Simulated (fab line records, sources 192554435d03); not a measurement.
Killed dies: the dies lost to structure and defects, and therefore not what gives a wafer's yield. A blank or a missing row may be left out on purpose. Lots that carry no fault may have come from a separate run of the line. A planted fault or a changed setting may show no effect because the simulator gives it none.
fab line records	flow n5-finfet
[record] lots = 7	wafers = 21
route steps=1938 shown BEOL_M8@1343 BEOL_M9@1401 BEOL_M10@1507 BEOL_M12@1648
start-h: hours from the record's first day to the start of the lot's first wafer shown	wait-h: how many hours have passed since the lot's step before this one	" as in the row above	L1.1+2: one row covering several wafers at once	- no value present, or no start provided	* or withheld: withheld	< > ~ a bound
route shown NAME@n: names a module that has steps shown in the file, with the first one's number in the route	usual: average and standard deviation across the fault-free wafers	same: alike in all rows	chamber/n: place in a boat	sites: each site's reading	_std_site: standard deviation of those values	_edge_site: inner sites' mean taken away from outer sites' mean	radius-mm: how far each site lies from the wafer's centre	mask NAME#n: copy n	behind: the last tool/chamber to shape the wafer	hold: reason for holding the lot/hours on hold/outcome of the hold	device: transistor that didn't switch, given as n, p or np	end of line: at the end of the route, the tests of the same wafers	a step with no rows: only its recipe	killed: the dies lost at the first sort to structure and to defects; this is not the yield of the wafer	map: a wafer's dies, x killed, . not, _ none there
set.NAME: the setting as run; set.NAME@STEP: as run at that earlier step	model.NAME: the simulator's own value behind a step, which no gauge read
lots whose settings were changed on purpose; a table a step, a row a wafer
[[steps]]
[step N5_BEOL_M8_PEB_09]
[recipe] peb-temp-c = withheld	peb-time-s = 60	resist = CAR-ArF
lot.wafer	tool	chamber	start-h	wait-h	set.peb-time-s
L083.1	litho-track-03	0	283.10	0.1	72.96
L083.3+4	"	0	"	"	60
L085.2+3	litho-track-02	0	306.93	0.0	60
L085.6	"	0	"	"	71.52
L089.4	litho-track-02	0	329.42	0.0	68.44
L089.5+6	"	0	"	"	60
L092.1+2+5	litho-track-02	0	355.28	0.1	60
L090.1+5	litho-track-03	0	358.83	0.1	69.47
L090.2	"	0	"	"	60
L094.1	litho-track-03	0	368.30	0.1	54.46
L094.4+5	"	0	"	"	60
L095.2+4	litho-track-03	0	387.51	0.0	53.99
L095.6	"	0	"	"	60
[step N5_BEOL_M8_DEVELOP_10]
[recipe] develop-time-s = 30	developer = TMAH	resist = CAR-ArF	rinse-liquid = diw	dry = air-spin	dev-temp-c = 23
[step N5_BEOL_M8_CD_MEAS_11]
[recipe] target-cd-nm = 38.5	landing-energy-ev = 500	detector = se-inlens	polarity = opening
[usual] cd-nm = 38.3/0.55
lot.wafer	tool	chamber	start-h	wait-h	set.peb-time-s@BEOL_M8_PEB_09	cd-nm
L083.1	cd-sem-01	0	283.17	-	72.96	42.9
L083.3	"	0	"	"	60	37.3
L083.4	"	0	"	"	60	38.1
L085.2	cd-sem-02	0	307.00	-	60	38.6
L085.3	"	0	"	"	60	38.4
L085.6	"	0	"	"	71.52	43.0
L089.4	cd-sem-03	0	329.49	-	68.44	42.3
L089.5	"	0	"	"	60	39.3
L089.6	"	0	"	"	60	39.1
L092.1	cd-sem-03	0	355.35	-	60	39.2
L092.2	"	0	"	"	60	38.0
L092.5	"	0	"	"	60	39.1
L090.1	cd-sem-03	0	358.90	-	69.47	41.5
L090.2	"	0	"	"	60	38.5
L090.5	"	0	"	"	69.47	41.7
L094.1	cd-sem-02	0	368.37	-	54.46	36.2
L094.4	"	0	"	"	60	37.7
L094.5	"	0	"	"	60	38.3
L095.2	cd-sem-02	0	387.58	-	53.99	34.9
L095.4	"	0	"	"	53.99	34.9
L095.6	"	0	"	"	60	38.0
[step N5_BEOL_M8_DESCUM_16]
[recipe] chemistry = O2	time-s = 7.9	source-power-w = 50	bias-power-w = 20	pressure-mtorr = 20	rf-frequency-hz = 2.712e+07	temp-c = 40	resist = CAR-ArF	o2-flow-sccm = 225
[step N5_BEOL_M8_ETCH_61]
[recipe] chemistry = CF4	target = SiARC	target-depth-a = 455	mask-material = CAR-ArF	time-s = 75.8	ion-energy-ev = 80	pressure-mtorr = 40	source-w = 545	bias-w = 36	Ar_flow_sccm = 100	cf4-flow-sccm = 100	ends = cleared
lot.wafer	tool	chamber	start-h	wait-h	set.peb-time-s@BEOL_M8_PEB_09	model.BEOL_M8.cd-offset-nm
L083.1	rie-diel-04	0	283.29	0.0	72.96	3.8
L083.3	"	2	"	"	60	-1.4
L083.4	"	1	"	"	60	-0.6
L085.2	rie-diel-05	2	307.16	0.0	60	-0.2
L085.3	"	0	"	"	60	-0.6
L085.6	"	0	"	"	71.52	4
L089.4	rie-diel-01	0	329.78	0.0	68.44	4
L089.5	"	3	"	"	60	0.6
L089.6	"	1	"	"	60	0.4
L092.1	rie-diel-05	1	355.78	0.0	60	1
L092.2	"	3	"	"	60	-0.4
L092.5	"	3	"	"	60	0
L090.1	rie-diel-04	2	359.64	0.0	69.47	2.6
L090.2	"	1	"	"	60	-0.4
L090.5	"	1	"	"	69.47	3.2
L094.1	rie-diel-01	0	369.27	0.0	54.46	-2.8
L094.4	"	1	"	"	60	-0.4
L094.5	"	0	"	"	60	-0.2
L095.2	rie-diel-05	1	387.73	0.0	53.99	-4.2
L095.4	"	0	"	"	53.99	-2.8
L095.6	"	1	"	"	60	-0.6
[step N5_BEOL_M8_ETCH_62]
[recipe] chemistry = N2/H2	target = SOC	target-depth-a = 1100	overetch-a = 220	mask-material = SiARC	temp-c = 40	time-s = 165	ion-energy-ev = 200	pressure-mtorr = 30	source-w = 840	bias-w = 150	n2-flow-sccm = 200	h2-flow-sccm = 200
lot.wafer	tool	chamber	start-h	wait-h	set.peb-time-s@BEOL_M8_PEB_09	model.BEOL_M8.cd-offset-nm
L083.1	rie-diel-04	0	283.35	0.0	72.96	3.8
L083.3	"	2	"	"	60	-1.8
L083.4	"	1	"	"	60	-0.8
L085.2	rie-diel-05	2	307.21	0.0	60	-0.2
L085.3	"	0	"	"	60	0
L085.6	"	0	"	"	71.52	4.6
L089.4	rie-diel-01	0	329.87	0.1	68.44	4
L089.5	"	3	"	"	60	0.4
L089.6	"	1	"	"	60	0
L092.1	rie-diel-05	1	355.83	0.0	60	1
L092.2	"	3	"	"	60	-0.6
L092.5	"	3	"	"	60	0
L090.1	rie-diel-04	2	359.70	0.0	69.47	2.4
L090.2	"	1	"	"	60	-0.6
L090.5	"	1	"	"	69.47	3
L094.1	rie-diel-01	0	369.32	0.0	54.46	-3
L094.4	"	1	"	"	60	-0.6
L094.5	"	0	"	"	60	-0.4
L095.2	rie-diel-05	1	387.79	0.0	53.99	-3.8
L095.4	"	0	"	"	53.99	-2.4
L095.6	"	1	"	"	60	-0.6
[step N5_BEOL_M8_STRIP_68]
[recipe] chemistry = N2/H2	temp-c = 40	n2-flow-sccm = 200	h2-flow-sccm = 200	rf-frequency-hz = 6e+07
[step N5_BEOL_M8_STRIP_67]
[recipe] chemistry = CF4	resist = SiARC	power-w = 300	bias-power-w = 75	pressure-mtorr = 50	cf4-flow-sccm = 150	rf-frequency-hz = 6e+07
[step N5_BEOL_M8_HM_OPEN_17]
[recipe] chemistry = Cl2/BCl3	target-depth-a = 200	overetch-a = 60	target = TiN	mask-material = SOC	ion-energy-ev = 150	pressure-mtorr = 10	icp-w = 1000	bias-w = 126	Cl2_flow_sccm = 53.25	bcl3-flow-sccm = 21.75	Ar_flow_sccm = 25
[step N5_BEOL_M8_STRIP_19]
[recipe] chemistry = O2	power-w = 400	temp-c = 40	pressure-mtorr = 30	rf-frequency-hz = 6e+07	bias-power-w = 0	overash-fraction = 0.2	o2-flow-sccm = 225
[step N5_BEOL_M8_CD_MEAS_18]
[recipe] pitch-nm = 80	target-cd-nm = 40
[usual] cd-nm = 39.6/0.74
lot.wafer	tool	chamber	start-h	wait-h	set.peb-time-s@BEOL_M8_PEB_09	cd-nm
L083.1	cd-sem-03	-	283.72	0.0	72.96	43.5
L083.3	"	-	"	"	60	38.1
L083.4	"	-	"	"	60	39.7
L085.2	cd-sem-02	-	307.58	0.1	60	39.5
L085.3	"	-	"	"	60	40.0
L085.6	"	-	"	"	71.52	44.8
L089.4	cd-sem-02	-	330.18	0.1	68.44	43.9
L089.5	"	-	"	"	60	40.6
L089.6	"	-	"	"	60	40.0
L092.1	cd-sem-03	-	356.30	0.0	60	40.4
L092.2	"	-	"	"	60	39.7
L092.5	"	-	"	"	60	39.7
L090.1	cd-sem-03	-	360.18	0.0	69.47	42.2
L090.2	"	-	"	"	60	39.3
L090.5	"	-	"	"	69.47	43.1
L094.1	cd-sem-01	-	369.81	0.0	54.46	37.4
L094.4	"	-	"	"	60	39.6
L094.5	"	-	"	"	60	39.6
L095.2	cd-sem-03	-	388.16	0.1	53.99	35.9
L095.4	"	-	"	"	53.99	37.6
L095.6	"	-	"	"	60	39.2
[step N5_BEOL_M8_COAT_63]
[recipe] resist = SOC	temp-c = 250	time-s = 60	spin-rpm = 1500	resist-thk-nm = 60
[step N5_BEOL_M8_COAT_64]
[recipe] resist = SiARC	temp-c = 220	time-s = 60	spin-rpm = 1500	resist-thk-nm = 12
[step N5_BEOL_M8_PRECLEAN_42]
[recipe] chemistry = residue-remover	time-s = 60	temp-c = 40
[step N5_BEOL_M8_SRD_43]
[recipe] time-s = 30	temp-c = 23	rinse-liquid = diw	dry = ipa-marangoni
[step N5_BEOL_M8_CD_MEAS_35]
[recipe] target-cd-nm = 40	polarity = opening
[usual] cd-nm = 39.7/0.78
lot.wafer	tool	chamber	start-h	wait-h	set.peb-time-s@BEOL_M8_PEB_09	cd-nm
L083.1	cd-sem-02	-	284.94	0.0	72.96	43.9
L083.3	"	-	"	"	60	37.5
L083.4	"	-	"	"	60	39.5
L085.2	cd-sem-02	-	312.52	0.0	60	39.9
L085.3	"	-	"	"	60	40.1
L085.6	"	-	"	"	71.52	44.5
L089.4	cd-sem-03	-	332.36	0.0	68.44	43.7
L089.5	"	-	"	"	60	40.6
L089.6	"	-	"	"	60	40.1
L092.1	cd-sem-03	-	358.70	0.0	60	40.2
L092.2	"	-	"	"	60	39.4
L092.5	"	-	"	"	60	40.1
L090.1	cd-sem-03	-	362.49	0.0	69.47	42.6
L090.2	"	-	"	"	60	38.7
L090.5	"	-	"	"	69.47	42.9
L094.1	cd-sem-02	-	371.09	0.0	54.46	37.3
L094.4	"	-	"	"	60	39.6
L094.5	"	-	"	"	60	39.4
L095.2	cd-sem-01	-	392.44	0.0	53.99	36.3
L095.4	"	-	"	"	53.99	37.1
L095.6	"	-	"	"	60	39.1
[step N5_BEOL_M9_ILD_DEP_00]
[recipe] material = SiCOH_lowk	target-thk-a = 3085.1	temp-c = 300	precursor = DEMS/porogen	pressure-torr = 5	rf-w = 500	time-s = 58
lot.wafer	tool	chamber	start-h	wait-h	set.time-s	model.SiCOH_lowk_of_BEOL_M9_ILD_DEP_00.thk-nm
L083.1	pecvd-01	1	288.87	0.0	58	310.4
L083.3	"	2	"	"	58	313.4
L083.4	"	0	"	"	58	311.8
L085.2	pecvd-02	2	315.07	0.0	54.45	288.8
L085.3	"	1	"	"	54.45	295.8
L085.6	"	0	"	"	58	325
L089.4	pecvd-03	2	334.90	0.1	58	312.8
L089.5	"	2	"	"	58	314.8
L089.6	"	2	"	"	58	312.2
L092.1	pecvd-01	2	360.84	0.0	58	307
L092.2	"	1	"	"	58	312.8
L092.5	"	0	"	"	58	311.6
L090.1	pecvd-02	1	365.65	0.0	58	310.8
L090.2	"	0	"	"	58	312.2
L090.5	"	1	"	"	58	309
L094.1	pecvd-01	0	373.67	0.0	54.08	289
L094.4	"	1	"	"	58	317.2
L094.5	"	2	"	"	54.08	298.6
L095.2	pecvd-02	2	396.02	0.0	66.61	351
L095.4	"	0	"	"	58	321.4
L095.6	"	2	"	"	58	312
[step N5_BEOL_M9_CURE_71]
[recipe] temp-c = 385	time-s = 240	ambient = He/Ar	material = SiCOH_lowk
lot.wafer	tool	chamber	start-h	wait-h	set.time-s@BEOL_M9_ILD_DEP_00	model.SiCOH_lowk_of_BEOL_M9_ILD_DEP_00.thk-nm
L083.1	uv-cure-01	2	288.95	0.0	58	269.6
L083.3	"	2	"	"	58	272.2
L083.4	"	2	"	"	58	270.8
L085.2	uv-cure-02	0	315.31	0.2	54.45	250.6
L085.3	"	0	"	"	54.45	256.8
L085.6	"	0	"	"	58	282.6
L089.4	uv-cure-02	2	335.25	0.3	58	271.8
L089.5	"	2	"	"	58	273.6
L089.6	"	2	"	"	58	271.4
L092.1	uv-cure-02	2	360.92	0.0	58	266.6
L092.2	"	2	"	"	58	271.8
L092.5	"	2	"	"	58	270.8
L090.1	uv-cure-02	2	365.73	0.0	58	270.2
L090.2	"	2	"	"	58	271.4
L090.5	"	2	"	"	58	268.4
L094.1	uv-cure-01	1	373.75	0.0	54.08	250.8
L094.4	"	1	"	"	58	275.6
L094.5	"	1	"	"	54.08	259.2
L095.2	uv-cure-01	0	396.74	0.7	66.61	305.6
L095.4	"	0	"	"	58	279.4
L095.6	"	0	"	"	58	271.2
[step N5_BEOL_M9_THK_MEAS_01]
[recipe] reads = SiCOH_lowk_of_BEOL_M9_ILD_DEP_00
[usual] M9_ILD_THK = 271/4.1
lot.wafer	tool	chamber	start-h	wait-h	set.time-s@BEOL_M9_ILD_DEP_00	M9_ILD_THK[nm]
L083.1	film-metro-01	-	289.46	0.4	58	270
L083.3	"	-	"	"	58	272
L083.4	"	-	"	"	58	271
L085.2	film-metro-01	-	316.14	0.7	54.45	251
L085.3	"	-	"	"	54.45	257
L085.6	"	-	"	"	58	283
L089.4	film-metro-01	-	335.52	0.2	58	272
L089.5	"	-	"	"	58	274
L089.6	"	-	"	"	58	271
L092.1	film-metro-02	-	361.43	0.4	58	267
L092.2	"	-	"	"	58	272
L092.5	"	-	"	"	58	271
L090.1	film-metro-01	-	366.24	0.4	58	270
L090.2	"	-	"	"	58	271
L090.5	"	-	"	"	58	268
L094.1	film-metro-01	-	374.26	0.4	54.08	251
L094.4	"	-	"	"	58	275
L094.5	"	-	"	"	54.08	259
L095.2	film-metro-02	-	397.17	0.4	66.61	305
L095.4	"	-	"	"	58	279
L095.6	"	-	"	"	58	271
[step N5_BEOL_M9_COAT_05]
[recipe] resist = CAR-ArF	spin-rpm = 1500	resist-thk-nm = 90
lot.wafer	tool	chamber	start-h	wait-h	set.spin-rpm	model.CAR-ArF_of_BEOL_M9_COAT_05.thk-nm
L083.1+3	litho-track-05	0	-	-	1500	90
L083.4	"	0	"	"	1500	89.6
L085.2+6	litho-track-02	0	-	-	1500	89.8
L085.3	"	0	"	"	1500	90
L089.4	litho-track-02	0	-	-	1500	89.8
L089.5	"	0	"	"	1500	90.2
L089.6	"	0	"	"	1500	90
L092.1	litho-track-05	0	-	-	1500	90.2
L092.2+5	"	0	"	"	1500	90.4
L090.1	litho-track-02	0	-	-	1333	94.8
L090.2	"	0	"	"	1500	89.4
L090.5	"	0	"	"	1333	95
L094.1	litho-track-02	0	-	-	1404	93.4
L094.4+5	"	0	"	"	1500	90
L095.2+4	litho-track-04	0	-	-	1653	85.6
L095.6	"	0	"	"	1500	89.6
[step N5_BEOL_M9_EBR_07]
[recipe] solvent = PGMEA	ebr-width-mm = 1.5
[step N5_BEOL_M9_SOFTBAKE_06]
[recipe] temp-c = 110	time-s = 60	resist = CAR-ArF
[step N5_BEOL_M9_EXPOSE_08]
[recipe] mask-id = M9	na = 1.35	source-shape = dipole	sigma-inner = 0.411	sigma-outer = 0.611	polarization = te	dose-mj = 53.75
[step N5_BEOL_M9_PEB_09]
[recipe] peb-temp-c = withheld	peb-time-s = 60	resist = CAR-ArF
[step N5_BEOL_M9_DEVELOP_10]
[recipe] develop-time-s = 30	developer = TMAH	resist = CAR-ArF	rinse-liquid = diw	dry = air-spin	dev-temp-c = 23
lot.wafer	tool	chamber	start-h	wait-h	set.spin-rpm@BEOL_M9_COAT_05	model.CAR-ArF_of_BEOL_M9_COAT_05.thk-nm
L083.1	litho-track-04	0	-	-	1500	88.4
L083.3	"	0	"	"	1500	88.2
L083.4	"	0	"	"	1500	88
L085.2+3+6	litho-track-05	0	-	-	1500	88.2
L089.4	litho-track-05	0	-	-	1500	88.2
L089.5	"	0	"	"	1500	88.6
L089.6	"	0	"	"	1500	88.4
L092.1+5	litho-track-04	0	-	-	1500	88.6
L092.2	"	0	"	"	1500	88.8
L090.1+5	litho-track-02	0	-	-	1333	93.2
L090.2	"	0	"	"	1500	87.6
L094.1	litho-track-04	0	-	-	1404	91.8
L094.4	"	0	"	"	1500	88.2
L094.5	"	0	"	"	1500	88.4
L095.2+4	litho-track-02	0	-	-	1653	83.8
L095.6	"	0	"	"	1500	88
[step N5_BEOL_M9_DESCUM_16]
[recipe] chemistry = O2	time-s = 7.9	source-power-w = 50	bias-power-w = 20	pressure-mtorr = 20	rf-frequency-hz = 2.712e+07	temp-c = 40	resist = CAR-ArF	o2-flow-sccm = 225
lot.wafer	tool	chamber	start-h	wait-h	set.time-s	set.spin-rpm@BEOL_M9_COAT_05	model.CAR-ArF_of_BEOL_M9_COAT_05.thk-nm
L083.1	rie-diel-02	2	290.33	0.0	6.582	1500	84.2
L083.3+4	"	1,0	"	"	7.9	1500	83.2
L085.2+3+6	rie-diel-06	2,0,0	318.19	0.1	7.9	1500	83.4
L089.4	rie-diel-02	1	338.10	0.3	7.9	1500	83.2
L089.5	"	1	"	"	7.9	1500	83.6
L089.6	"	2	"	"	6.856	1500	84
L092.1	rie-diel-02	1	362.64	0.1	7.9	1500	83.6
L092.2	"	0	"	"	7.9	1500	84
L092.5	"	1	"	"	7.9	1500	83.8
L090.1	rie-diel-06	3	368.28	0.0	7.9	1333	88.4
L090.2	"	0	"	"	7.9	1500	82.8
L090.5	"	1	"	"	9.39	1333	87.6
L094.1	rie-diel-02	2	378.30	0.6	6.981	1404	87.2
L094.4	"	0	"	"	7.9	1500	83.4
L094.5	"	2	"	"	6.981	1500	84
L095.2	rie-diel-06	3	402.28	0.8	9.101	1653	78.2
L095.4	"	2	"	"	7.9	1653	79
L095.6	"	1	"	"	9.101	1500	82.4
[step N5_BEOL_M10_ETCH_66]
[recipe] chemistry = N2/H2	target = SOC	target-depth-a = 1200	overetch-a = 240	mask-material = SiARC	temp-c = 40	time-s = 180	ion-energy-ev = 200	pressure-mtorr = 30	source-w = 840	bias-w = 150	n2-flow-sccm = 200	h2-flow-sccm = 200
lot.wafer	tool	chamber	start-h	wait-h	set.time-s	model.SiARC_of_BEOL_M10_COAT_64.thk-nm
L083.1	rie-diel-04	1	299.14	0.0	214.5	21.4
L083.3	"	2	"	"	214.5	21
L083.4	"	3	"	"	180	22.4
L085.2+6	rie-diel-05	3,1	329.50	0.0	180	22.4
L085.3	"	2	"	"	168.6	23
L089.4	rie-diel-05	1	351.09	0.1	201.1	21.8
L089.5+6	"	3,2	"	"	180	22.4
L092.1+2	rie-diel-04	3,0	370.52	0.0	180	22.6
L092.5	"	2	"	"	180	22.4
L090.1+2+5	rie-diel-04	2,0,2	383.61	0.0	180	22.4
L094.1	rie-diel-01	2	391.67	0.0	180	22.4
L094.4	"	0	"	"	180	22.6
L094.5	"	3	"	"	180	22.8
L095.2	rie-diel-04	3	413.62	0.0	180	22.6
L095.4	"	2	"	"	158	23.2
L095.6	"	3	"	"	158	23.4
[step N5_BEOL_M12_SPUTTER_43]
[recipe] material = TaN	target-thk-a = 150	temp-c = 50	bias-v = 168.6	power-w = 15000	chamber-pressure-pa = 0.12	time-s = 24.19
lot.wafer	tool	chamber	start-h	wait-h	set.power-w	model.TaN_of_BEOL_M12_SPUTTER_43.thk-nm
L083.1+4	pvd-sputter-01	-	314.76	0.0	15000	14.8
L083.3	"	-	"	"	15000	15
L085.2	pvd-sputter-03	-	345.84	0.0	13110	13.2
L085.3	"	-	"	"	15000	14.8
L085.6	"	-	"	"	13110	12.8
L089.4	pvd-sputter-03	-	369.12	0.0	15000	15
L089.5	"	-	"	"	15000	14.8
L089.6	"	-	"	"	15000	15.2
L092.1+2	pvd-sputter-03	-	396.31	0.0	15000	14.8
L092.5	"	-	"	"	15000	15.4
L094.1	pvd-sputter-02	-	416.35	0.0	15000	15.2
L094.4	"	-	"	"	17310	17.6
L094.5	"	-	"	"	15000	15.4
L090.1	pvd-sputter-03	-	421.72	0.0	12960	12.8
L090.2	"	-	"	"	12960	12.6
L090.5	"	-	"	"	12960	13
L095.2	pvd-sputter-02	-	447.60	0.0	12840	13.2
L095.4	"	-	"	"	12840	12.8
L095.6	"	-	"	"	15000	15.4
[step N5_BEOL_M12_SPUTTER_44]
[recipe] material = Ta	target-thk-a = 100	temp-c = 50	bias-v = 80	power-w = 15000	chamber-pressure-pa = 0.07	time-s = 16.13
[step N5_BEOL_M12_SPUTTER_45]
[recipe] material = Cu	target-thk-a = 800	temp-c = -20	bias-v = 60	power-w = 26000	chamber-pressure-pa = 0.13	time-s = 13.33
[step N5_BEOL_M12_ECD_47]
[recipe] material = Cu	target-thk-a = 7200
[step N5_BEOL_M12_ANNEAL_48]
[recipe] temp-c = 225	time-s = 90	ambient = N2
[step N5_BEOL_M12_CMP_49]
[recipe] stop-on = SiOC	t-overpolish-s = 20.6	down-force-psi = 1	platen-rpm = 50	clearing-platen-down-force-psi = 1.5	clearing-platen-rpm = 50	post-cmp-clean = cu-alkaline	target-thk-nm = 320	clearing-platen-pad-velocity-m-s = 0.99484	pad-velocity-m-s = 0.99484
[usual] barrier-field-endpoint-s = 30.5/0.91
lot.wafer	tool	chamber	start-h	wait-h	set.power-w@BEOL_M12_SPUTTER_43	barrier-field-endpoint-s
L083.4	cmp-04	0	315.81	0.1	15000	29.2
L083.3	"	2	"	"	15000	30.0
L083.1	"	3	"	"	15000	30.2
L085.3	cmp-01	2	346.56	0.2	15000	30.4
L085.2	"	1	"	"	13110	27.0
L085.6	"	3	"	"	13110	27.9
L089.4	cmp-01	1	370.10	0.4	15000	28.4
L089.5	"	2	"	"	15000	28.9
L089.6	"	3	"	"	15000	30.8
L092.2	cmp-04	1	397.03	0.2	15000	29.9
L092.1	"	2	"	"	15000	30.2
L092.5	"	1	"	"	15000	30.9
L094.1	cmp-04	1	417.06	0.3	15000	30.4
L094.4	"	0	"	"	17310	33.6
L094.5	"	2	"	"	15000	29.8
L090.2	cmp-03	2	422.87	0.2	12960	26.5
L090.1	"	0	"	"	12960	27.2
L090.5	"	1	"	"	12960	27.6
L095.4	cmp-04	0	448.32	0.1	12840	28.2
L095.2	"	2	"	"	12840	28.1
L095.6	"	1	"	"	15000	31.4
[[key]]
[split] step = N5_BEOL_M8_PEB_09	setting = peb-time-s	stated = 60	by = wafer
[response] step = N5_BEOL_M8_CD_MEAS_11	reading = cd-nm	change = +0.231	per = 1%	r = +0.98
[response] step = N5_BEOL_M8_ETCH_61	reading = model.BEOL_M8.cd-offset-nm	change = +0.233	per = 1%	r = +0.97
[response] step = N5_BEOL_M8_ETCH_62	reading = model.BEOL_M8.cd-offset-nm	change = +0.241	per = 1%	r = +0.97
[response] step = N5_BEOL_M8_CD_MEAS_18	reading = cd-nm	change = +0.236	per = 1%	r = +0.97
[response] step = N5_BEOL_M8_CD_MEAS_35	reading = cd-nm	change = +0.246	per = 1%	r = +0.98
[split] step = N5_BEOL_M9_ILD_DEP_00	setting = time-s	stated = 58	by = wafer
[response] step = N5_BEOL_M9_ILD_DEP_00	reading = model.SiCOH_lowk_of_BEOL_M9_ILD_DEP_00.thk-nm	change = +2.86	per = 1%	r = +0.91
[response] step = N5_BEOL_M9_CURE_71	reading = model.SiCOH_lowk_of_BEOL_M9_ILD_DEP_00.thk-nm	change = +2.52	per = 1%	r = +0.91
[response] step = N5_BEOL_M9_THK_MEAS_01	reading = M9_ILD_THK	change = +2.51	per = 1%	r = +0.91
[split] step = N5_BEOL_M9_COAT_05	setting = spin-rpm	stated = 1500	by = wafer
[response] step = N5_BEOL_M9_COAT_05	reading = model.CAR-ArF_of_BEOL_M9_COAT_05.thk-nm	change = -0.46	per = 1%	r = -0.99
[response] step = N5_BEOL_M9_DEVELOP_10	reading = model.CAR-ArF_of_BEOL_M9_COAT_05.thk-nm	change = -0.474	per = 1%	r = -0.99
[response] step = N5_BEOL_M9_DESCUM_16	reading = model.CAR-ArF_of_BEOL_M9_COAT_05.thk-nm	change = -0.443	per = 1%	r = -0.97
[split] step = N5_BEOL_M9_DESCUM_16	setting = time-s	stated = 7.9	by = wafer
response none clear
[split] step = N5_BEOL_M10_ETCH_66	setting = time-s	stated = 180	by = wafer
[response] step = N5_BEOL_M10_ETCH_66	reading = model.SiARC_of_BEOL_M10_COAT_64.thk-nm	change = -0.0611	per = 1%	r = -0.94
[split] step = N5_BEOL_M12_SPUTTER_43	setting = power-w	stated = 15000	by = wafer
[response] step = N5_BEOL_M12_SPUTTER_43	reading = model.TaN_of_BEOL_M12_SPUTTER_43.thk-nm	change = +0.154	per = 1%	r = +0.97
[response] step = N5_BEOL_M12_CMP_49	reading = barrier-field-endpoint-s	change = +0.227	per = 1%	r = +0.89
